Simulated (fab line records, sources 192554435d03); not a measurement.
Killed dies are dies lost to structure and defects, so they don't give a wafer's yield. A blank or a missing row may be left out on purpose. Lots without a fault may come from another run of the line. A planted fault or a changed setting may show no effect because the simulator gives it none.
Chamber matching | flow n5_finfet | N5_BEOL_M0_SAQP_PECVD_00 on pecvd-01: 3 sister chambers
The step deposits SiCN from 3MS/NH3, target thk 8 nm, time 14 s. 30 wafers are shown with their chamber, then 12 later ones without.

WAFERS WITH THEIR CHAMBER
wafer  | chamber | showerhead_plenum_p_Torr (Torr) | throttle_valve_pct (%)
L075.1 | 0       | 3.664                           | 9.2
L075.2 | 1       | 3.694                           | 9.2
L075.5 | 2       | 3.651                           | 8.5
L080.2 | 2       | 3.651                           | 8.7
L080.5 | 2       | 3.643                           | 8.4
L080.6 | 0       | 3.655                           | 9.0
L081.1 | 2       | 3.644                           | 8.5
L081.2 | 0       | 3.662                           | 9.1
L081.3 | 2       | 3.654                           | 8.7
L082.1 | 0       | 3.664                           | 9.1
L082.3 | 2       | 3.643                           | 8.5
L082.5 | 1       | 3.685                           | 9.1
L083.2 | 2       | 3.645                           | 8.4
L083.5 | 2       | 3.641                           | 8.8
L083.6 | 0       | 3.661                           | 8.5
L086.3 | 2       | 3.644                           | 8.6
L086.4 | 2       | 3.647                           | 8.5
L086.5 | 0       | 3.661                           | 8.9
L087.1 | 0       | 3.671                           | 9.1
L087.4 | 2       | 3.634                           | 8.5
L087.5 | 0       | 3.654                           | 9.0
L088.2 | 0       | 3.672                           | 9.1
L088.3 | 1       | 3.687                           | 9.2
L088.5 | 2       | 3.641                           | 8.3
L089.1 | 1       | 3.691                           | 9.1
L089.2 | 2       | 3.656                           | 8.6
L089.4 | 2       | 3.649                           | 8.8
L090.1 | 0       | 3.658                           | 9.3
L090.2 | 2       | 3.642                           | 8.5
L090.3 | 1       | 3.689                           | 9.0

SIGNATURES (means of the wafers above)
reading                  | chamber 0 | chamber 1 | chamber 2 | scatter within a chamber
showerhead_plenum_p_Torr | 3.66220   | 3.68920   | 3.64567   | 0.00554
throttle_valve_pct       | 9.030     | 9.120     | 8.553     | 0.166
Rule: a wafer's distance from a chamber is the root of the sum, over the readings, of the square of ((its reading less the chamber's mean) divided by the reading's scatter). The wafer belongs to the nearest chamber; if the next one is less than 2 further off, it can't be placed. The scatter: the root of (the sum of the squares of (reading less its chamber's mean) over the shown wafers, divided by (wafers less chambers)).

WAFERS WITHOUT THEIR CHAMBER
wafer  | showerhead_plenum_p_Torr (Torr) | throttle_valve_pct (%)
L093.1 | 3.645                           | 8.6
L093.4 | 3.653                           | 9.3
L093.6 | 3.682                           | 9.2
L094.1 | 3.664                           | 9.1
L094.2 | 3.694                           | 9.2
L094.3 | 3.645                           | 8.7
L095.1 | 3.683                           | 9.3
L095.2 | 3.647                           | 9.0
L095.3 | 3.654                           | 8.7
L096.1 | 3.652                           | 9.1
L096.3 | 3.658                           | 9.0
L096.4 | 3.643                           | 8.8

WHICH CHAMBER EACH WENT THROUGH
wafer  | from the rows above     | in truth
L093.1 | 2                       | 2
L093.4 | 0                       | 0
L093.6 | 1                       | 1
L094.1 | 0                       | 0
L094.2 | 1                       | 1
L094.3 | 2                       | 2
L095.1 | 1                       | 1
L095.2 | can't be placed: 2 or 0 | 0
L095.3 | can't be placed: 2 or 0 | 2
L096.1 | can't be placed: 0 or 2 | 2
L096.3 | 0                       | 0
L096.4 | 2                       | 2
Placed correctly: 9 of 12. Can't be placed from these rows: 3 (the true chamber is among the candidates in 3). Placed wrongly: 0.
